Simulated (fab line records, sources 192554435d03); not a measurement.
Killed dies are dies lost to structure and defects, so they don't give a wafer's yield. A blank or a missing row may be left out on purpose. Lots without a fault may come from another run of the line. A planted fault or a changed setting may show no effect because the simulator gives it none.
Split-lot experiment | flow n5_finfet | 7 lots, 21 wafers read, on a route of 1938 steps

THE SPLIT
At N5_BEOL_M8_EXPOSE_08 (exposes mask M8), the setting dose_mj was moved away from the recipe's 68.25 on 5 of the 21 wafers read, by -2.2% to +4.2%. The other wafers ran this setting at the recipe's value.

FROM THE SPLIT TO THE READING: what the file shows between them, 1 step
- N5_BEOL_M8_DEVELOP_10: develop time 30 s (also split here: develop_time_s)

THE READING
cd_nm, in nm, at N5_BEOL_M8_CD_MEAS_11 (target cd 38.5 nm). Fault-free wafers of this fab line usually give 38.5 nm, standard deviation 0.46 nm.

wafer  | tool, chamber at the split | dose_mj as run | against the recipe | cd_nm, nm | against lot-mates on the recipe
L074.1 | arfi_scanner-02, 0         | 68.25          | recipe             | 38.7      | -
L074.4 | arfi_scanner-02, 0         | 68.25          | recipe             | 38.0      | -
L074.6 | arfi_scanner-02, 0         | 68.25          | recipe             | 39.0      | -
L075.1 | arfi_scanner-03, 0         | 68.25          | recipe             | 38.8      | -
L075.3 | arfi_scanner-03, 0         | 68.25          | recipe             | 39.1      | -
L075.6 | arfi_scanner-03, 0         | 68.25          | recipe             | 38.9      | -
L077.4 | arfi_scanner-02, 0         | 66.77          | -2.2%              | 37.7      | -0.8
L077.5 | arfi_scanner-02, 0         | 68.25          | recipe             | 39.0      | -
L077.6 | arfi_scanner-02, 0         | 68.25          | recipe             | 38.1      | -
L079.3 | arfi_scanner-01, 0         | 68.25          | recipe             | 38.5      | -
L079.4 | arfi_scanner-01, 0         | 68.25          | recipe             | 38.5      | -
L079.5 | arfi_scanner-01, 0         | 68.25          | recipe             | 38.2      | -
L084.1 | arfi_scanner-02, 0         | 68.25          | recipe             | 38.5      | -
L084.4 | arfi_scanner-02, 0         | 70.72          | +3.6%              | 40.7      | +2.2
L084.6 | arfi_scanner-02, 0         | 70.72          | +3.6%              | 41.0      | +2.5
L089.3 | arfi_scanner-02, 0         | 68.25          | recipe             | 38.3      | -
L089.4 | arfi_scanner-02, 0         | 71.12          | +4.2%              | 41.3      | +3.0
L089.5 | arfi_scanner-02, 0         | 71.12          | +4.2%              | 40.4      | +2.1
L091.1 | arfi_scanner-01, 0         | 68.25          | recipe             | 37.8      | -
L091.2 | arfi_scanner-01, 0         | 68.25          | recipe             | 38.8      | -
L091.6 | arfi_scanner-01, 0         | 68.25          | recipe             | 37.8      | -

THE FIT
A straight line over all 21 wafers: cd_nm changes by +0.573 nm for each +1% of dose_mj; r = +0.92; the points scatter about the line by 0.43 nm.
The same after taking each lot's own level away (the mean of its wafers on the recipe; 21 wafers): +0.6 nm for each +1%; r = +0.95; scatter 0.35 nm.
On that fit, the largest move of dose_mj shifts the reading by 2.5 nm.
The lots' own levels span 38.13 to 38.93 nm, that is 1.7 times the standard deviation above.
So the lot-to-lot level changes the slope little: the two slopes agree.
Check: with one of the wafers moved furthest among these (+4.2%) left out of the fit, the line predicts +2.4 nm for it against its lot-mates. It came out at +3 nm against them.

OTHER SPLITS ON THESE WAFERS
These wafers also went through other splits before the reading. Each is held against what the fit with the lots' levels taken away leaves over:
other split on the same wafers       | wafers away from the commonest value | r with cd_nm (lot level and that fit taken away)
N5_BEOL_M6_ETCH_66 bias_w            | 6                                    | +0.42
N5_BEOL_M7_EXPOSE_08 dose_mj         | 6                                    | +0.23
N5_BEOL_M7_ETCH_61 source_w          | 5                                    | +0.05
N5_BEOL_M8_DEVELOP_10 develop_time_s | 8                                    | +0.47

THE WHOLE CHAIN: every reading that the file lists as answering this split, in the file's order
step                  | what it does                                                         | reading                                                               | change (the file's fit)               | r (the file's)
N5_BEOL_M8_CD_MEAS_11 | target cd 38.5 nm                                                    | cd_nm                                                                 | +0.6 nm for each +1% of the setting   | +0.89
N5_BEOL_M8_ETCH_61    | etches SiARC in CF4, target depth 45.5 nm, time 75.8 s               | BEOL_M8.cd_offset_nm (the simulator's own value, which no gauge read) | +0.508 nm for each +1% of the setting | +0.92
N5_BEOL_M8_ETCH_62    | etches SOC in N2/H2, target depth 110 nm, overetch 22 nm, time 165 s | BEOL_M8.cd_offset_nm (the simulator's own value, which no gauge read) | +0.526 nm for each +1% of the setting | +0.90
N5_BEOL_M8_HM_OPEN_17 | chemistry Cl2/BCl3, target TiN, target depth 20 nm, overetch 6 nm    | BEOL_M8.cd_offset_nm (the simulator's own value, which no gauge read) | +0.523 nm for each +1% of the setting | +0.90

THE FILE'S OWN FIT
cd_nm changes by +0.6 nm for each +1% of dose_mj, r = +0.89.
